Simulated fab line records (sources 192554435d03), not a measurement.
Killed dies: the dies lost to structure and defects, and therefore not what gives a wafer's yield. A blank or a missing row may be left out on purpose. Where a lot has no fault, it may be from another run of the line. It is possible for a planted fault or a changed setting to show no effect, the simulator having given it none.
Which of the tools did it? / flow n5Finfet / Sampling: 24 lots, 72 wafers, 5 of 1938 route steps

## WHAT EACH GAUGE READ, for each wafer
N5_FIN_SAQP_CD_MEAS_27: the cd target is 20 nm.
lot=L074; measured=day 2 00:54; on=cdSem-02; cdNm (nm)=20.29 20.67 20.35
lot=L075; measured=day 2 06:55; on=cdSem-01; cdNm (nm)=20.44 20.40 20.27
lot=L076; measured=day 2 12:02; on=cdSem-01; cdNm (nm)=20.10 20.23 20.25
lot=L077; measured=day 2 17:47; on=cdSem-01; cdNm (nm)=20.66 20.74 20.17
lot=L078; measured=day 2 23:49; on=cdSem-01; cdNm (nm)=20.30 20.29 20.56
lot=L079; measured=day 3 06:05; on=cdSem-02; cdNm (nm)=20.39 20.10 20.22
lot=L080; measured=day 3 11:48; on=cdSem-02; cdNm (nm)=20.29 20.55 20.44
lot=L081; measured=day 3 17:30; on=cdSem-03; cdNm (nm)=20.46 20.53 20.35
lot=L082; measured=day 4 01:00; on=cdSem-01; cdNm (nm)=19.94 20.03 20.45
lot=L083; measured=day 4 09:40; on=cdSem-02; cdNm (nm)=20.27 19.88 20.33
lot=L084; measured=day 4 13:35; on=cdSem-02; cdNm (nm)=20.22 20.06 20.24
lot=L085; measured=day 4 20:39; on=cdSem-03; cdNm (nm)=20.66 20.41 20.42
lot=L086; measured=day 5 02:25; on=cdSem-03; cdNm (nm)=20.45 20.59 20.28
lot=L087; measured=day 5 08:37; on=cdSem-03; cdNm (nm)=20.35 20.29 20.11
lot=L088; measured=day 5 14:14; on=cdSem-03; cdNm (nm)=20.05 20.26 20.58
lot=L089; measured=day 5 17:51; on=cdSem-03; cdNm (nm)=20.09 20.07 20.38
lot=L090; measured=day 6 00:26; on=cdSem-01; cdNm (nm)=20.41 20.47 20.15
lot=L091; measured=day 6 07:58; on=cdSem-02; cdNm (nm)=20.49 20.43 20.22
lot=L092; measured=day 6 11:39; on=cdSem-01; cdNm (nm)=20.60 20.23 20.45
lot=L093; measured=day 6 17:40; on=cdSem-02; cdNm (nm)=20.44 20.50 20.51
lot=L094; measured=day 7 00:37; on=cdSem-03; cdNm (nm)=20.69 19.99 20.46
lot=L095; measured=day 7 07:31; on=cdSem-01; cdNm (nm)=20.19 20.28 20.31
lot=L096; measured=day 7 13:22; on=cdSem-01; cdNm (nm)=20.17 20.53 20.53
lot=L097; measured=day 7 17:47; on=cdSem-01; cdNm (nm)=20.34 20.30 20.70

N5_FIN_SAQP_CD_MEAS_31: the cd target is 8 nm.
lot=L074; measured=day 2 03:27; on=cdSem-02; cdNm (nm)=7.84 8.44 7.96
lot=L075; measured=day 2 08:31; on=cdSem-01; cdNm (nm)=8.02 8.15 8.03
lot=L076; measured=day 2 14:32; on=cdSem-02; cdNm (nm)=7.77 8.07 8.59
lot=L077; measured=day 2 20:01; on=cdSem-01; cdNm (nm)=7.93 7.90 7.99
lot=L078; measured=day 3 01:23; on=cdSem-02; cdNm (nm)=8.17 8.10 8.43
lot=L079; measured=day 3 08:19; on=cdSem-02; cdNm (nm)=7.84 8.12 8.02
lot=L080; measured=day 3 13:21; on=cdSem-02; cdNm (nm)=8.08 8.39 8.08
lot=L081; measured=day 3 19:02; on=cdSem-03; cdNm (nm)=7.82 7.99 7.69
lot=L082; measured=day 4 04:38; on=cdSem-03; cdNm (nm)=8.30 8.21 8.12
lot=L083; measured=day 4 12:22; on=cdSem-01; cdNm (nm)=8.26 8.27 7.94
lot=L084; measured=day 4 16:26; on=cdSem-01; cdNm (nm)=8.12 7.91 8.15
lot=L085; measured=day 4 22:29; on=cdSem-03; cdNm (nm)=8.00 7.79 7.70
lot=L086; measured=day 5 05:02; on=cdSem-02; cdNm (nm)=7.88 8.09 8.09
lot=L087; measured=day 5 11:02; on=cdSem-02; cdNm (nm)=8.32 7.65 8.19
lot=L088; measured=day 5 15:53; on=cdSem-01; cdNm (nm)=8.31 8.09 8.10
lot=L089; measured=day 5 19:31; on=cdSem-01; cdNm (nm)=8.18 8.20 8.17
lot=L090; measured=day 6 02:00; on=cdSem-03; cdNm (nm)=8.35 8.10 8.24
lot=L091; measured=day 6 09:41; on=cdSem-01; cdNm (nm)=8.10 7.96 7.67
lot=L092; measured=day 6 14:03; on=cdSem-01; cdNm (nm)=8.27 7.93 7.79
lot=L093; measured=day 6 19:26; on=cdSem-02; cdNm (nm)=8.20 7.87 8.38
lot=L094; measured=day 7 02:10; on=cdSem-02; cdNm (nm)=8.11 8.32 8.12
lot=L095; measured=day 7 09:46; on=cdSem-01; cdNm (nm)=7.91 7.69 8.39
lot=L096; measured=day 7 14:57; on=cdSem-02; cdNm (nm)=7.67 8.29 8.18
lot=L097; measured=day 7 19:22; on=cdSem-03; cdNm (nm)=7.86 7.68 8.01

## WHAT TOOL EACH LOT RAN ON (gives the tool, then ch and the chambers of the sampled wafers, and finally the start)
lot=L074; N5_PMOS_HMC_CHANNEL_EPI_CMP_21=cmp-02 ch 0,1,3, day 1 19:31; N5_FIN_SAQP_ETCH_65=rieSi-04 ch 0,1,2, day 2 01:10; N5_FIN_SAQP_ETCH_67=rieDiel-04 ch 1,3, day 2 01:47
lot=L075; N5_PMOS_HMC_CHANNEL_EPI_CMP_21=cmp-01 ch 0,2,3, day 2 01:56; N5_FIN_SAQP_ETCH_65=rieSi-06 ch 0,1,2, day 2 07:07; N5_FIN_SAQP_ETCH_67=rieDiel-05 ch 0,1,3, day 2 07:46
lot=L076; N5_PMOS_HMC_CHANNEL_EPI_CMP_21=cmp-03 ch 0,1,2, day 2 07:23; N5_FIN_SAQP_ETCH_65=rieSi-03 ch 1,2,3, day 2 12:23; N5_FIN_SAQP_ETCH_67=rieDiel-05 ch 2,3, day 2 13:36
lot=L077; N5_PMOS_HMC_CHANNEL_EPI_CMP_21=cmp-02 ch 1,3, day 2 13:25; N5_FIN_SAQP_ETCH_65=rieSi-03 ch 2,3, day 2 17:58; N5_FIN_SAQP_ETCH_67=rieDiel-05 ch 0,2,3, day 2 18:39
lot=L078; N5_PMOS_HMC_CHANNEL_EPI_CMP_21=cmp-02 ch 0,2, day 2 19:16; N5_FIN_SAQP_ETCH_65=rieSi-03 ch 1,2,3, day 2 23:58; N5_FIN_SAQP_ETCH_67=rieDiel-04 ch 0,1,3, day 3 00:35
lot=L079; N5_PMOS_HMC_CHANNEL_EPI_CMP_21=cmp-02 ch 1,2,3, day 3 01:17; N5_FIN_SAQP_ETCH_65=rieSi-04 ch 1,2,3, day 3 06:14; N5_FIN_SAQP_ETCH_67=rieDiel-05 ch 1,3, day 3 07:04
lot=L080; N5_PMOS_HMC_CHANNEL_EPI_CMP_21=cmp-01 ch 1,2,3, day 3 07:21; N5_FIN_SAQP_ETCH_65=rieSi-06 ch 2,3, day 3 11:58; N5_FIN_SAQP_ETCH_67=rieDiel-05 ch 2,3, day 3 12:35
lot=L081; N5_PMOS_HMC_CHANNEL_EPI_CMP_21=cmp-03 ch 0,2, day 3 13:17; N5_FIN_SAQP_ETCH_65=rieSi-03 ch 0,1,2, day 3 17:39; N5_FIN_SAQP_ETCH_67=rieDiel-05 ch 0,1,3, day 3 18:16
lot=L082; N5_PMOS_HMC_CHANNEL_EPI_CMP_21=cmp-01 ch 0,3, day 3 18:58; N5_FIN_SAQP_ETCH_65=rieSi-04 ch 0,1,2, day 4 01:15; N5_FIN_SAQP_ETCH_67=rieDiel-05 ch 0,1, day 4 01:59
lot=L083; N5_PMOS_HMC_CHANNEL_EPI_CMP_21=cmp-01 ch 1,2,3, day 4 01:02; N5_FIN_SAQP_ETCH_65=rieSi-03 ch 0,1,2, day 4 09:53; N5_FIN_SAQP_ETCH_67=rieDiel-04 ch 0,3, day 4 10:32
lot=L084; N5_PMOS_HMC_CHANNEL_EPI_CMP_21=cmp-01 ch 0,2,3, day 4 08:19; N5_FIN_SAQP_ETCH_65=rieSi-06 ch 0,1,2, day 4 13:58; N5_FIN_SAQP_ETCH_67=rieDiel-06 ch 0,3, day 4 14:54
lot=L085; N5_PMOS_HMC_CHANNEL_EPI_CMP_21=cmp-03 ch 0,1, day 4 14:10; N5_FIN_SAQP_ETCH_65=rieSi-04 ch 0,1,2, day 4 21:04; N5_FIN_SAQP_ETCH_67=rieDiel-06 ch 1,2,3, day 4 21:43
lot=L086; N5_PMOS_HMC_CHANNEL_EPI_CMP_21=cmp-01 ch 2,3, day 4 21:44; N5_FIN_SAQP_ETCH_65=rieSi-04 ch 0,1,3, day 5 02:35; N5_FIN_SAQP_ETCH_67=rieDiel-04 ch 0,1,2, day 5 03:43
lot=L087; N5_PMOS_HMC_CHANNEL_EPI_CMP_21=cmp-03 ch 1,3, day 5 01:56; N5_FIN_SAQP_ETCH_65=rieSi-04 ch 0,2, day 5 08:47; N5_FIN_SAQP_ETCH_67=rieDiel-06 ch 1,3, day 5 09:34
lot=L088; N5_PMOS_HMC_CHANNEL_EPI_CMP_21=cmp-01 ch 1,2, day 5 06:54; N5_FIN_SAQP_ETCH_65=rieSi-04 ch 2,3, day 5 14:22; N5_FIN_SAQP_ETCH_67=rieDiel-05 ch 1,2,3, day 5 15:07
lot=L089; N5_PMOS_HMC_CHANNEL_EPI_CMP_21=cmp-03 ch 0,1,2, day 5 13:36; N5_FIN_SAQP_ETCH_65=rieSi-04 ch 1,3, day 5 18:00; N5_FIN_SAQP_ETCH_67=rieDiel-06 ch 0,2,3, day 5 18:45
lot=L090; N5_PMOS_HMC_CHANNEL_EPI_CMP_21=cmp-01 ch 1,2,3, day 5 20:04; N5_FIN_SAQP_ETCH_65=rieSi-06 ch 0,1,3, day 6 00:35; N5_FIN_SAQP_ETCH_67=rieDiel-04 ch 0,1,2, day 6 01:12
lot=L091; N5_PMOS_HMC_CHANNEL_EPI_CMP_21=cmp-03 ch 0,1,3, day 6 02:06; N5_FIN_SAQP_ETCH_65=rieSi-04 ch 0,1,2, day 6 08:07; N5_FIN_SAQP_ETCH_67=rieDiel-04 ch 1,2,3, day 6 08:44
lot=L092; N5_PMOS_HMC_CHANNEL_EPI_CMP_21=cmp-01 ch 0,1, day 6 07:22; N5_FIN_SAQP_ETCH_65=rieSi-04 ch 1,2, day 6 11:48; N5_FIN_SAQP_ETCH_67=rieDiel-06 ch 0,1,2, day 6 12:30
lot=L093; N5_PMOS_HMC_CHANNEL_EPI_CMP_21=cmp-03 ch 0,1,3, day 6 13:18; N5_FIN_SAQP_ETCH_65=rieSi-04 ch 0,2,3, day 6 17:56; N5_FIN_SAQP_ETCH_67=rieDiel-04 ch 0,2, day 6 18:34
lot=L094; N5_PMOS_HMC_CHANNEL_EPI_CMP_21=cmp-02 ch 0,1,2, day 6 19:16; N5_FIN_SAQP_ETCH_65=rieSi-03 ch 0,2,3, day 7 00:46; N5_FIN_SAQP_ETCH_67=rieDiel-06 ch 0,1, day 7 01:23
lot=L095; N5_PMOS_HMC_CHANNEL_EPI_CMP_21=cmp-03 ch 0,1,3, day 7 03:07; N5_FIN_SAQP_ETCH_65=rieSi-04 ch 0,3, day 7 07:40; N5_FIN_SAQP_ETCH_67=rieDiel-05 ch 0,1,3, day 7 08:17
lot=L096; N5_PMOS_HMC_CHANNEL_EPI_CMP_21=cmp-01 ch 0,1,3, day 7 08:04; N5_FIN_SAQP_ETCH_65=rieSi-03 ch 1,2,3, day 7 13:31; N5_FIN_SAQP_ETCH_67=rieDiel-05 ch 1,2,3, day 7 14:08
lot=L097; N5_PMOS_HMC_CHANNEL_EPI_CMP_21=cmp-02 ch 1,2,3, day 7 13:18; N5_FIN_SAQP_ETCH_65=rieSi-06 ch 1,3, day 7 17:56; N5_FIN_SAQP_ETCH_67=rieDiel-04 ch 0,1, day 7 18:33
- N5_PMOS_HMC_CHANNEL_EPI_CMP_21: polishes SiGe30, target thk 54 nm.
- N5_FIN_SAQP_ETCH_65: etches SiO2 in CF4, target depth 4 nm, time 4.4 s.
- N5_FIN_SAQP_ETCH_67: etches SiNx in CH3F/O2, target depth 30 nm.

## AS READ BY THE TOOLS THEMSELVES (means over the sampled wafers that have a number; for cases with no such wafer, the mark the record gives instead)
N5_PMOS_HMC_CHANNEL_EPI_CMP_21.
lot=L074; tool=cmp-02; motorCurrentA (A)=12.9
lot=L075; tool=cmp-01; motorCurrentA (A)=12.7
lot=L076; tool=cmp-03; motorCurrentA (A)=12.3
lot=L077; tool=cmp-02; motorCurrentA (A)=12.7
lot=L078; tool=cmp-02; motorCurrentA (A)=12.5
lot=L079; tool=cmp-02; motorCurrentA (A)=12.7
lot=L080; tool=cmp-01; motorCurrentA (A)=11.9
lot=L081; tool=cmp-03; motorCurrentA (A)=11.9
lot=L082; tool=cmp-01; motorCurrentA (A)=12.6
lot=L083; tool=cmp-01; motorCurrentA (A)=12.0
lot=L084; tool=cmp-01; motorCurrentA (A)=12.3
lot=L085; tool=cmp-03; motorCurrentA (A)=13.6
lot=L086; tool=cmp-01; motorCurrentA (A)=12.3
lot=L087; tool=cmp-03; motorCurrentA (A)=13.8
lot=L088; tool=cmp-01; motorCurrentA (A)=11.1
lot=L089; tool=cmp-03; motorCurrentA (A)=12.7
lot=L090; tool=cmp-01; motorCurrentA (A)=11.7
lot=L091; tool=cmp-03; motorCurrentA (A)=13.0
lot=L092; tool=cmp-01; motorCurrentA (A)=11.8
lot=L093; tool=cmp-03; motorCurrentA (A)=13.0
lot=L094; tool=cmp-02; motorCurrentA (A)=12.5
lot=L095; tool=cmp-03; motorCurrentA (A)=13.3
lot=L096; tool=cmp-01; motorCurrentA (A)=12.1
lot=L097; tool=cmp-02; motorCurrentA (A)=12.7

N5_FIN_SAQP_ETCH_65.
lot=L074; tool=rieSi-04; drypumpMotorCurrentA (A)=5.6; oesProductAu (a.u.)=1.004; throttleValvePct (%)=21.82
lot=L075; tool=rieSi-06; drypumpMotorCurrentA (A)=5.8; oesProductAu (a.u.)=0.990; throttleValvePct (%)=21.75
lot=L076; tool=rieSi-03; drypumpMotorCurrentA (A)=5.5; oesProductAu (a.u.)=1.010; throttleValvePct (%)=21.89
lot=L077; tool=rieSi-03; drypumpMotorCurrentA (A)=5.1; oesProductAu (a.u.)=1.012; throttleValvePct (%)=22.08
lot=L078; tool=rieSi-03; drypumpMotorCurrentA (A)=5.4; oesProductAu (a.u.)=1.013; throttleValvePct (%)=21.88
lot=L079; tool=rieSi-04; drypumpMotorCurrentA (A)=5.7; oesProductAu (a.u.)=1.022; throttleValvePct (%)=21.71
lot=L080; tool=rieSi-06; drypumpMotorCurrentA (A)=6.0; oesProductAu (a.u.)=1.001; throttleValvePct (%)=21.96
lot=L081; tool=rieSi-03; drypumpMotorCurrentA (A)=5.7; oesProductAu (a.u.)=1.020; throttleValvePct (%)=21.69
lot=L082; tool=rieSi-04; drypumpMotorCurrentA (A)=5.6; oesProductAu (a.u.)=1.006; throttleValvePct (%)=21.83
lot=L083; tool=rieSi-03; drypumpMotorCurrentA (A)=5.7; oesProductAu (a.u.)=1.019; throttleValvePct (%)=21.69
lot=L084; tool=rieSi-06; drypumpMotorCurrentA (A)=5.8; oesProductAu (a.u.)=0.988; throttleValvePct (%)=21.75
lot=L085; tool=rieSi-04; drypumpMotorCurrentA (A)=5.6; oesProductAu (a.u.)=1.006; throttleValvePct (%)=21.84
lot=L086; tool=rieSi-04; drypumpMotorCurrentA (A)=5.8; oesProductAu (a.u.)=1.014; throttleValvePct (%)=21.69
lot=L087; tool=rieSi-04; drypumpMotorCurrentA (A)=5.6; oesProductAu (a.u.)=1.016; throttleValvePct (%)=21.77
lot=L088; tool=rieSi-04; drypumpMotorCurrentA (A)=5.7; oesProductAu (a.u.)=1.032; throttleValvePct (%)=21.64
lot=L089; tool=rieSi-04; drypumpMotorCurrentA (A)=5.8; oesProductAu (a.u.)=1.022; throttleValvePct (%)=21.57
lot=L090; tool=rieSi-06; drypumpMotorCurrentA (A)=5.9; oesProductAu (a.u.)=1.006; throttleValvePct (%)=21.56
lot=L091; tool=rieSi-04; drypumpMotorCurrentA (A)=5.6; oesProductAu (a.u.)=1.002; throttleValvePct (%)=21.83
lot=L092; tool=rieSi-04; drypumpMotorCurrentA (A)=5.5; oesProductAu (a.u.)=1.003; throttleValvePct (%)=21.91
lot=L093; tool=rieSi-04; drypumpMotorCurrentA (A)=5.8; oesProductAu (a.u.)=1.026; throttleValvePct (%)=21.63
lot=L094; tool=rieSi-03; drypumpMotorCurrentA (A)=5.3; oesProductAu (a.u.)=1.016; throttleValvePct (%)=21.88
lot=L095; tool=rieSi-04; drypumpMotorCurrentA (A)=5.9; oesProductAu (a.u.)=1.009; throttleValvePct (%)=21.62
lot=L096; tool=rieSi-03; drypumpMotorCurrentA (A)=5.5; oesProductAu (a.u.)=1.004; throttleValvePct (%)=21.89
lot=L097; tool=rieSi-06; drypumpMotorCurrentA (A)=5.8; oesProductAu (a.u.)=0.991; throttleValvePct (%)=21.52

N5_FIN_SAQP_ETCH_67.
lot=L074; tool=rieDiel-04; drypumpMotorCurrentA (A)=5.5; oes_ar_750_au (a.u.)=0.84; oesProductAu (a.u.)=0.83; rfVppV (V)=299.7; showerheadPlenumPTorr (Torr)=2.10; throttleValvePct (%)=16.36
lot=L075; tool=rieDiel-05; drypumpMotorCurrentA (A)=6.2; oes_ar_750_au (a.u.)=0.83; oesProductAu (a.u.)=0.82; rfVppV (V)=295.6; showerheadPlenumPTorr (Torr)=1.99; throttleValvePct (%)=16.43
lot=L076; tool=rieDiel-05; drypumpMotorCurrentA (A)=5.6; oes_ar_750_au (a.u.)=0.73; oesProductAu (a.u.)=0.73; rfVppV (V)=300.1; showerheadPlenumPTorr (Torr)=1.99; throttleValvePct (%)=16.38
lot=L077; tool=rieDiel-05; drypumpMotorCurrentA (A)=6.0; oes_ar_750_au (a.u.)=0.73; oesProductAu (a.u.)=0.72; rfVppV (V)=296.9; showerheadPlenumPTorr (Torr)=1.99; throttleValvePct (%)=16.50
lot=L078; tool=rieDiel-04; drypumpMotorCurrentA (A)=6.0; oes_ar_750_au (a.u.)=0.77; oesProductAu (a.u.)=0.78; rfVppV (V)=297.4; showerheadPlenumPTorr (Torr)=2.03; throttleValvePct (%)=16.34
lot=L079; tool=rieDiel-05; drypumpMotorCurrentA (A)=6.4; oes_ar_750_au (a.u.)=0.84; oesProductAu (a.u.)=0.85; rfVppV (V)=298.8; showerheadPlenumPTorr (Torr)=2.00; throttleValvePct (%)=16.33
lot=L080; tool=rieDiel-05; drypumpMotorCurrentA (A)=5.6; oes_ar_750_au (a.u.)=0.73; oesProductAu (a.u.)=0.72; rfVppV (V)=299.8; showerheadPlenumPTorr (Torr)=1.99; throttleValvePct (%)=16.41
lot=L081; tool=rieDiel-05; drypumpMotorCurrentA (A)=6.2; oes_ar_750_au (a.u.)=0.81; oesProductAu (a.u.)=0.81; rfVppV (V)=295.4; showerheadPlenumPTorr (Torr)=1.98; throttleValvePct (%)=16.45
lot=L082; tool=rieDiel-05; drypumpMotorCurrentA (A)=5.9; oes_ar_750_au (a.u.)=0.85; oesProductAu (a.u.)=0.85; rfVppV (V)=295.7; showerheadPlenumPTorr (Torr)=1.96; throttleValvePct (%)=16.40
lot=L083; tool=rieDiel-04; drypumpMotorCurrentA (A)=6.4; oes_ar_750_au (a.u.)=0.72; oesProductAu (a.u.)=0.72; rfVppV (V)=296.3; showerheadPlenumPTorr (Torr)=1.95; throttleValvePct (%)=16.33
lot=L084; tool=rieDiel-06; drypumpMotorCurrentA (A)=5.4; oes_ar_750_au (a.u.)=0.89; oesProductAu (a.u.)=0.89; rfVppV (V)=299.3; showerheadPlenumPTorr (Torr)=2.08; throttleValvePct (%)=16.20
lot=L085; tool=rieDiel-06; drypumpMotorCurrentA (A)=5.7; oes_ar_750_au (a.u.)=0.80; oesProductAu (a.u.)=0.79; rfVppV (V)=295.4; showerheadPlenumPTorr (Torr)=1.95; throttleValvePct (%)=16.21
lot=L086; tool=rieDiel-04; drypumpMotorCurrentA (A)=5.8; oes_ar_750_au (a.u.)=0.78; oesProductAu (a.u.)=0.78; rfVppV (V)=298.5; showerheadPlenumPTorr (Torr)=2.01; throttleValvePct (%)=16.37
lot=L087; tool=rieDiel-06; drypumpMotorCurrentA (A)=5.8; oes_ar_750_au (a.u.)=0.80; oesProductAu (a.u.)=0.80; rfVppV (V)=295.7; showerheadPlenumPTorr (Torr)=1.93; throttleValvePct (%)=16.14
lot=L088; tool=rieDiel-05; drypumpMotorCurrentA (A)=5.9; oes_ar_750_au (a.u.)=0.80; oesProductAu (a.u.)=0.80; rfVppV (V)=298.7; showerheadPlenumPTorr (Torr)=1.98; throttleValvePct (%)=16.36
lot=L089; tool=rieDiel-06; drypumpMotorCurrentA (A)=5.5; oes_ar_750_au (a.u.)=0.82; oesProductAu (a.u.)=0.82; rfVppV (V)=297.2; showerheadPlenumPTorr (Torr)=2.02; throttleValvePct (%)=16.26
lot=L090; tool=rieDiel-04; drypumpMotorCurrentA (A)=5.8; oes_ar_750_au (a.u.)=0.77; oesProductAu (a.u.)=0.78; rfVppV (V)=297.9; showerheadPlenumPTorr (Torr)=2.01; throttleValvePct (%)=16.40
lot=L091; tool=rieDiel-04; drypumpMotorCurrentA (A)=5.5; oes_ar_750_au (a.u.)=0.84; oesProductAu (a.u.)=0.84; rfVppV (V)=298.8; showerheadPlenumPTorr (Torr)=2.06; throttleValvePct (%)=16.37
lot=L092; tool=rieDiel-06; drypumpMotorCurrentA (A)=5.7; oes_ar_750_au (a.u.)=0.77; oesProductAu (a.u.)=0.76; rfVppV (V)=296.9; showerheadPlenumPTorr (Torr)=2.00; throttleValvePct (%)=16.41
lot=L093; tool=rieDiel-04; drypumpMotorCurrentA (A)=6.3; oes_ar_750_au (a.u.)=0.73; oesProductAu (a.u.)=0.72; rfVppV (V)=295.9; showerheadPlenumPTorr (Torr)=1.94; throttleValvePct (%)=16.37
lot=L094; tool=rieDiel-06; drypumpMotorCurrentA (A)=5.5; oes_ar_750_au (a.u.)=0.81; oesProductAu (a.u.)=0.81; rfVppV (V)=299.3; showerheadPlenumPTorr (Torr)=2.05; throttleValvePct (%)=16.40
lot=L095; tool=rieDiel-05; drypumpMotorCurrentA (A)=6.2; oes_ar_750_au (a.u.)=0.86; oesProductAu (a.u.)=0.86; rfVppV (V)=296.6; showerheadPlenumPTorr (Torr)=1.97; throttleValvePct (%)=16.35
lot=L096; tool=rieDiel-05; drypumpMotorCurrentA (A)=5.9; oes_ar_750_au (a.u.)=0.88; oesProductAu (a.u.)=0.87; rfVppV (V)=298.2; showerheadPlenumPTorr (Torr)=1.97; throttleValvePct (%)=16.23
lot=L097; tool=rieDiel-04; drypumpMotorCurrentA (A)=6.2; oes_ar_750_au (a.u.)=0.75; oesProductAu (a.u.)=0.75; rfVppV (V)=296.4; showerheadPlenumPTorr (Torr)=1.96; throttleValvePct (%)=16.28

## THE ANSWER, worked out from the rows above alone
Rule: what is usual is taken from the lots themselves. The widest of any qualifying gaps counts: lots, ordered by their means at a reading, are off when they make up no more than a third of the lots, leave a main group of 4 or more, and stand apart from it by 3 or more times the standard deviation of that group's means. A main group whose means are all the same, to the digits that the tables above print for the reading, isn't used. A lot without any number at a reading at which 4 lots or more have one is off too. Where the step has rows for the other lots, those lots are counted as sound. After the gauges, taken in route order, come the tools' own readings; for these a lot's mean is taken, as printed above. At the first step where some lot is off, the reading lying furthest off is the one used; lots without a number count as furthest.
Across all readings shown, no lot is off: no conclusion can be drawn from this.

## WHAT HAD BEEN PUT IN BY THE SIMULATOR
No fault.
